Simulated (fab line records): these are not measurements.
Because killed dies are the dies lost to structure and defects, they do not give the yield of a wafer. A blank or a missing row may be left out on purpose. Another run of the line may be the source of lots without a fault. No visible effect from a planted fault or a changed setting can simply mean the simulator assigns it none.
fab line records	flow n5_finfet
[record] lots = 7	wafers = 39
route steps=1938 shown FIN_SAQP@96 FIN_CUT@173 DUMMY_GATE@228 SD_EPI_N@281 HKMG_FIN@395 MOL_CONTACT_COAG@541 BEOL_M4@1111
start_h: hours from the record's opening day to when the first of the lot's shown wafers began	wait_h: hours elapsed since this lot's preceding step	" identical to the entry in the row above	L1.1+2: several wafers, shown together as one row	- no value present, or no start provided	* or withheld: withheld	< > ~ a bound
route shown NAME@n: names a module that has steps shown in the file, with the first one's number in the route	usual: mean and standard deviation over wafers with no fault	same: alike in all rows	chamber/n: place in a boat	sites: the reading at each site	_std_site: standard deviation across them	_edge_site: the outer-site mean with the inner-site mean subtracted	radius_mm: how far each site lies from the wafer's centre	mask NAME#n: copy n	behind: the most recent tool/chamber to have shaped the wafer	hold: reason for holding the lot/hours on hold/outcome of the hold	device: whichever transistor did not switch (one of n, p or np)	end of line: tests of these same wafers at the route's end	a step with no rows: only its recipe	killed: dies lost to structure and defects at the first sort, not the wafer's yield	map: dies across one wafer; x = killed, . = not, _ = none there
set.NAME: the setting that was run; set.NAME@STEP: the one run at that earlier step	model.NAME: the simulator's own value behind a step, which no gauge read
lots run with intentionally changed settings; tables by step, rows by wafer
[[steps]]
[step N5_FIN_SAQP_HM_DEP_03]
[recipe] material = SiNx	target_thk_a = 380	temp_c = 400	precursor = SiH4/NH3/N2	pressure_torr = 1.5	rf_w = 300	time_s = 33.6
[step N5_FIN_SAQP_MANDREL_ETCH_22]
[recipe] target_depth_a = 600	chemistry = HBr/Cl2	target = a-Si	stop_on = SiNx	bt_time_s = 10	over_etch_frac = 0.5	time_s = 30	pressure_mtorr = 10	icp_w = 800	bias_w = 75	HBr_flow_sccm = 150	Cl2_flow_sccm = 80	ends = end_point
[step N5_FIN_CUT_CUT_ETCH_26]
[recipe] chemistry = CH3F/O2	target = SiNx	target_depth_a = 390	mask_material = SOC	time_s = 55.7	pressure_mtorr = 30	source_w = 395	bias_w = 73	Ar_flow_sccm = 150	CH3F_flow_sccm = 30	O2_flow_sccm = 20	ion_energy_ev = 120
[step N5_DUMMY_GATE_EXPOSE_12]
[recipe] mask_id = GATE	na = 0.33	source_shape = annular	sigma_inner = 0.2	sigma_outer = 0.6	polarization = unpolarized	target_cd_nm = 25	dose_mj = 34
[step N5_DUMMY_GATE_ETCH_31]
[recipe] chemistry = C4F6/O2	target = SiO2	mask_material = SOC	target_depth_a = 825	time_s = 27.5	ion_energy_ev = 250	pressure_mtorr = 30	source_w = 345	bias_w = 185	Ar_flow_sccm = 300	C4F6_flow_sccm = 10	O2_flow_sccm = 10
[step N5_SD_EPI_N_SD_RECESS_17]
[recipe] chemistry = HBr/Cl2/O2	target_depth_a = 410	mask_material = SOC	time_s = 23.7	bt_time_s = 3	pressure_mtorr = 10	icp_w = 800	bias_w = 112	HBr_flow_sccm = 150	Cl2_flow_sccm = 80	O2_flow_sccm = 12
[step N5_HKMG_FIN_EXPOSE_46]
[recipe] mask_id = NDIPOLE	na = 1.35	source_shape = conventional	sigma_outer = 0.8	polarization = unpolarized	dose_mj = 40
[step N5_MOL_CONTACT_COAG_IMPLANT_129]
[recipe] species = Ge	energy_kev = 3	dose_cm2 = 6e+14	tilt_deg = 0	rotation_deg = 0
[step N5_BEOL_M4_RC_MEAS_101]
[usual] CJ_N = 4.33/0.1
lot.wafer	tool	chamber	start_h	wait_h	set.target_thk_a@FIN_SAQP_HM_DEP_03	set.target_depth_a@FIN_SAQP_MANDREL_ETCH_22	set.target_depth_a@FIN_CUT_CUT_ETCH_26	set.dose_mj@DUMMY_GATE_EXPOSE_12	set.target_depth_a@DUMMY_GATE_ETCH_31	set.time_s@SD_EPI_N_SD_RECESS_17	set.dose_mj@HKMG_FIN_EXPOSE_46	set.energy_kev@MOL_CONTACT_COAG_IMPLANT_129	CJ_N
L074.3	prober-01	0	237.64	0.3	380	600	390	34	825	23.7	40	3	4.37
L074.4	"	0	"	"	380	600	390	34	825	23.7	40	3	4.24
L074.6	"	0	"	"	380	600	390	34	825	23.7	40	3	4.20
L077.1	prober-02	0	255.25	0.0	380	600	426.2	32.5	825	23.7	37.63	3.295	4.28
L077.2	"	0	"	"	350.9	659.2	390	32.5	825	23.7	37.63	3	4.24
L077.3	"	0	"	"	380	659.2	426.2	32.5	825	22.7	40	3.295	3.96
L077.4	"	0	"	"	380	600	390	34	825	22.7	40	3.295	4.14
L077.5	"	0	"	"	350.9	600	390	34	825	23.7	40	3	4.30
L077.6	"	0	"	"	350.9	659.2	426.2	34	825	22.7	37.63	3	4.01
L084.1	prober-01	0	289.07	0.0	380	569.8	390	34	825	23.7	40	2.574	4.39
L084.2	"	0	"	"	380	569.8	412.4	34	825	24.8	40	3	4.54
L084.3	"	0	"	"	380	600	412.4	34	796	23.7	40	2.574	4.35
L084.4	"	0	"	"	419	600	390	34	796	24.8	40	2.574	4.35
L084.5	"	0	"	"	419	569.8	390	34	796	23.7	40	3	4.38
L084.6	"	0	"	"	419	600	412.4	34	825	24.8	40	3	4.36
L088.1	prober-02	0	320.14	0.0	380	600	356.9	34	825	22.72	40	3	4.07
L088.2	"	0	"	"	380	639.2	356.9	34	825	23.7	41.41	3	4.08
L088.3	"	0	"	"	359.8	639.2	390	34	825	23.7	40	3	4.29
L088.4	"	0	"	"	380	600	390	34	825	23.7	41.41	3	4.22
L088.5	"	0	"	"	359.8	600	390	34	825	22.72	40	3	4.16
L088.6	"	0	"	"	359.8	639.2	356.9	34	825	22.72	41.41	3	3.85
L086.1	prober-02	0	341.62	0.0	380	566.1	390	36.32	825	22.65	40.94	3	4.03
L086.2	"	0	"	"	380	566.1	417.8	34	915.1	22.65	40.94	2.571	4.00
L086.3	"	0	"	"	380	600	417.8	34	825	22.65	40	2.571	4.12
L086.4	"	0	"	"	380	600	390	34	915.1	23.7	40	3	4.30
L086.5	"	0	"	"	380	600	390	36.32	915.1	23.7	40	3	4.32
L086.6	"	0	"	"	380	566.1	417.8	36.32	825	23.7	40.94	2.571	4.24
L091.1	prober-01	0	342.33	0.1	380	600	346.3	36.62	885.5	22.21	40	3	4.13
L091.2	"	0	"	"	430.9	600	346.3	34	885.5	23.7	40	3	4.24
L091.3	"	0	"	"	380	527.2	390	36.62	885.5	23.7	40	3	4.22
L091.4	"	0	"	"	430.9	600	390	36.62	825	22.21	40	3	4.14
L091.5	"	0	"	"	430.9	527.2	390	34	825	23.7	40	3	4.45
L091.6	"	0	"	"	380	527.2	346.3	34	825	22.21	40	3	3.87
L093.1	prober-02	0	343.28	0.0	380	600	374.4	34	825	22.16	41.1	3	3.98
L093.2	"	0	"	"	380	600	390	34	825	23.7	41.1	2.208	4.36
L093.3	"	0	"	"	380	642.4	374.4	34.91	825	23.7	41.1	2.208	4.25
L093.4	"	0	"	"	380	600	390	34.91	825	22.16	40	3	4.05
L093.5	"	0	"	"	380	642.4	390	34.91	825	23.7	40	3	4.26
L093.6	"	0	"	"	380	642.4	374.4	34	825	22.16	40	2.208	3.97
[[key]]
[split] step = N5_FIN_SAQP_HM_DEP_03	setting = target_thk_a	stated_as = 380
response none clear
[split] step = N5_FIN_SAQP_MANDREL_ETCH_22	setting = target_depth_a	stated_as = 600
response none clear
[split] step = N5_FIN_CUT_CUT_ETCH_26	setting = target_depth_a	stated_as = 390
response none clear
[split] step = N5_DUMMY_GATE_EXPOSE_12	setting = dose_mj	stated_as = 34
response none clear
[split] step = N5_DUMMY_GATE_ETCH_31	setting = target_depth_a	stated_as = 825
response none clear
[split] step = N5_SD_EPI_N_SD_RECESS_17	setting = time_s	stated_as = 23.7
[response] step = N5_BEOL_M4_RC_MEAS_101	reading = CJ_N	slope = +0.0388	per = 1%	together_with = all	explained = 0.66
[split] step = N5_HKMG_FIN_EXPOSE_46	setting = dose_mj	stated_as = 40
response none clear
[split] step = N5_MOL_CONTACT_COAG_IMPLANT_129	setting = energy_kev	stated_as = 3
response none clear
